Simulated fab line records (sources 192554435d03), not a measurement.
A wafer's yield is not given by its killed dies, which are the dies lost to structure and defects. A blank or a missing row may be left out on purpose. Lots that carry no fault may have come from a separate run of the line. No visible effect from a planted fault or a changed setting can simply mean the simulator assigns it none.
Chamber matching	flow n5-finfet	4 sister chambers for N5_SD_EPI_P_ETCH_47 on rie-diel-03
The step etches SiOCN in CH3F/O2, target depth 25 nm. 16 wafers are shown with their chamber, then 8 later ones without.

WAFERS PAIRED WITH THEIR CHAMBERS
wafer	chamber	drypump-motor-current-A (A)	showerhead-plenum-p-Torr (Torr)	throttle-valve-pct (%)
L078.1	1	5.1	2.04	16.07
L078.3	3	5.4	2.01	16.54
L078.4	0	6.2	1.97	16.41
L082.2	2	5.8	2.08	16.11
L082.4	1	5.1	2.03	16.09
L082.5	1	5.1	2.03	16.08
L085.1	2	5.8	2.08	16.12
L085.2	3	5.4	2.01	16.56
L085.3	1	5.1	2.03	16.10
L088.2	3	5.4	2.00	16.57
L088.3	0	6.3	1.97	15.98
L088.5	0	6.3	1.97	15.96
L089.3	3	5.4	2.00	16.59
L089.4	1	5.1	2.03	16.09
L089.5	2	5.7	2.08	16.15
L090.2	1	5.1	2.03	16.12

SIGNATURES, as means of the wafers listed above
reading	chamber 0	chamber 1	chamber 2	chamber 3	scatter within a chamber
drypump-motor-current-A	6.267	5.100	5.767	5.400	0.0333
showerhead-plenum-p-Torr	1.9700	2.0317	2.0800	2.0050	0.00391
throttle-valve-pct	16.1167	16.0917	16.1267	16.5650	0.105
Rule: for each reading, subtract the chamber's mean from the wafer's reading, divide by that reading's scatter and square the result; add these up over the readings and take the root, which gives the wafer's distance from the chamber. If the next closest chamber is less than 2 further off than the closest, the wafer can't be placed; otherwise it belongs to the closest. The scatter: the root of (the sum of the squares of (reading less its chamber's mean) over the shown wafers, divided by (wafers less chambers)).

WAFERS MISSING THEIR CHAMBER
wafer	drypump-motor-current-A (A)	showerhead-plenum-p-Torr (Torr)	throttle-valve-pct (%)
L090.3	6.3	1.97	15.98
L090.4	5.4	2.00	16.58
L091.1	5.8	2.07	16.14
L091.3	5.1	2.03	16.12
L091.6	5.8	2.07	16.14
L094.1	6.2	1.97	16.00
L094.2	5.1	2.03	16.12
L094.3	5.5	2.00	16.59

CHAMBER TAKEN BY EACH
wafer	from the rows above	in truth
L090.3	0	0
L090.4	3	3
L091.1	2	2
L091.3	1	1
L091.6	2	2
L094.1	0	0
L094.2	1	1
L094.3	3	3
Placed correctly: 8 of 8. Left unplaced by these rows: 0. 0 placed wrongly.
